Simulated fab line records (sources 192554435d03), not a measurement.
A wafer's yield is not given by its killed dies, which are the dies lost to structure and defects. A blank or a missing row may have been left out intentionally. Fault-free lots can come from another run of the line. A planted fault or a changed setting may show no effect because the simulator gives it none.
Struck lot and sound lot, side by side | flow n5Finfet | 38 steps out of a route of 1938
Sound: the wafers L609.2, L609.3, L609.6. Struck: wafer L594.5 (left out: L594.1, L594.4 of the same lot, which were not struck); the cause appears at the end.
Per side, at each step with rows, come the tool, then ch with its chambers, and then its first start. Under that, the readings that differ: sound wafers | struck wafers | difference of the means | sigmas: that difference in standard deviations of wafers without a fault.
alike: readings whose means differ by less than 2 such deviations, and words and numbers that are the same on both sides. not compared: withheld readings, readings that some wafer has no value for, bounds like >300 that may hide the same value, and numbers for which the record gives no deviation and whose values overlap.
Wherever a step has rows on one side only, a row that says differs or no value, or a row with sigmas, the two part there. Numbers that don't overlap but have no deviation are shown without sigmas and don't part them. A reading missing from all wafers of one side parts the sides only when that side holds two or more wafers.

first, 9 steps without rows for these wafers: N5_BEOL_M4_ANNEAL_95 (time 240 s); N5_BEOL_M4_SPUTTER_96 (material Cu, target thk 4.5 nm, time 8.29 s); N5_BEOL_M4_ECD_50 (material Cu, target thk 300 nm); N5_BEOL_M4_ANNEAL_51 (time 90 s); N5_BEOL_M4_CMP_52 (polishes, stops on SiOC, t overpolish 6.8 s, target thk 40 nm); N5_BEOL_M4_PRE_CLEAN_60 (time 15 s); N5_BEOL_M4_CO_CAP_55 (material Co, precursor CCTBA/H2, target thk 2 nm, time 102.1 s); N5_BEOL_M4_PRE_CLEAN_56 (time 15 s); N5_BEOL_M4_DEP_57 (deposits SiCN from 3MS/NH3, target thk 8 nm, time 14 s).
N5_BEOL_M4_RC_MEAS_101:
  sound on prober-01 ch 0, day 12 22:34; struck on prober-01 ch 0, day 9 09:37
  alike: DIBL_N, DIBL_P, IOFF_N, IOFF_P, ION_N, ION_P, SS_N, SS_P, VT_N, VT_P
then, 24 steps without rows for these wafers: N5_BEOL_M5_ILD_DEP_00 (deposits SiCOH lowk from DEMS/porogen, target thk 140.64 nm, time 25.9 s); N5_BEOL_M5_CURE_79 (cures SiCOH lowk, time 240 s); N5_BEOL_M5_PECVD_70 (deposits SiO2 from TEOS/O2, target thk 16 nm, time 18 s); N5_BEOL_M5_HM_DEP_02 (deposits TiN, target thk 20 nm); N5_BEOL_M5_COAT_59 (time 60 s, resist thk 60 nm); N5_BEOL_M5_COAT_60 (time 60 s, resist thk 12 nm); N5_BEOL_M5_COAT_71 (time 60 s, resist thk 5 nm); N5_BEOL_M5_COAT_05 (resist thk 30 nm); N5_BEOL_M5_EBR_07; N5_BEOL_M5_SOFTBAKE_06 (time 60 s); N5_BEOL_M5_EXPOSE_08 (exposes mask M5, target cd 28 nm); N5_BEOL_M5_PEB_09 (peb time 60 s); N5_BEOL_M5_DEVELOP_10 (develop time 30 s); N5_BEOL_M5_DESCUM_16 (chemistry O2, time 7 s); N5_BEOL_M5_ETCH_72 (etches underlayer in N2/H2, target depth 6.5 nm, time 5.2 s); N5_BEOL_M5_ETCH_61 (etches SiARC in CF4, target depth 15.6 nm, time 26 s); N5_BEOL_M5_ETCH_62 (etches SOC in N2/H2, target depth 75 nm, overetch 15 nm, time 112.5 s); N5_BEOL_M5_STRIP_63 (strips in N2/H2); N5_BEOL_M5_STRIP_73 (strips in N2/H2); N5_BEOL_M5_STRIP_64 (strips in CF4); N5_BEOL_M5_HM_OPEN_17 (chemistry Cl2/BCl3, target TiN, target depth 20 nm, overetch 6 nm); N5_BEOL_M5_STRIP_19 (strips in O2); N5_BEOL_M5_COAT_65 (time 60 s, resist thk 60 nm); N5_BEOL_M5_COAT_66 (time 60 s, resist thk 12 nm).
N5_BEOL_M7_CMP_52: polishes, stops on SiCOH lowk, t overpolish 6.9 s, target thk 80 nm.
  sound on cmp-01 ch 1,3, day 14 02:50; struck on cmp-01 ch 2, day 10 17:27
reading                   | sound             | struck | difference | sigmas
barrierFieldEndpointS (s) | 29.6 29.8 29.3    | 46.8   | +17.2      | +27
overpolishRunS (s)        | 6.905 6.894 6.890 | 0.033  | -6.863     | -99 or more
timeToEndpointS (s)       | 66.5 65.7 65.6    | 83.2   | +17.3      | +7
  alike: edgeZonePressureFrac, motorCurrentA, retainingRingPressureFrac, slurryFilterDpKPa
N5_BEOL_M7_THK_MEAS_53: measures by xrf.
  sound: filmMetro-01 at day 14 03:07; struck: filmMetro-02 at day 10 17:44
reading     | sound          | struck | difference | sigmas
M7_THK (nm) | 81.1 78.6 78.4 | 191.3  | +111.9     | +56
N5_BEOL_M7_INSPECT_58: inspects for defects (darkfield).
  sound: defectInspect-02 at day 14 03:16; struck: defectInspect-02 at day 10 17:54
reading        | sound      | struck | difference | sigmas
rawDefectCount | 95 114 118 | 1166   | +1057      | +46
-- the record jumps here: 3 days lie between the struck wafers' starts before and after (it left off in module BEOL_M7 and takes up again in module PASSIVATION, whose first step shown is number 1936 of the route) --
N5_PASSIVATION_PROBE_49:
  sound: prober-01 at day 17 16:40; struck: prober-01 at day 13 14:32
reading                | sound          | struck | difference | sigmas
defectLimitedYield (%) | 90.2 93.4 93.1 | 0      | -92        | -58
killed_at_M4_up        | 10 8 4         | 1112   | +1105      | +99 or more
killedDies             | 116 78 82      | 1180   | +1088      | +57
killedOnRim            | 15 14 9        | 152    | +139       | +32
sortNPass              | 1064 1102 1098 | 0      | -1088      | -57
sortYieldPct (%)       | 90.2 93.4 93.1 | 0      | -92        | -58
  alike: killed_at_M0_to_M3, killedAtContacts, killedAtFrontEnd, killedAtOther, killedOpen, killedShort, sort_bin_5_function, sort_bin_6_memory

## WHERE THEY PART
Last at N5_PASSIVATION_PROBE_49 as far as this record goes, first at N5_BEOL_M7_CMP_52.

WHY: what had been put in by the simulator
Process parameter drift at N5_BEOL_M7_CMP_52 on cmp-01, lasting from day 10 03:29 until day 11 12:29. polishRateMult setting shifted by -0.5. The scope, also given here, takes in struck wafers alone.
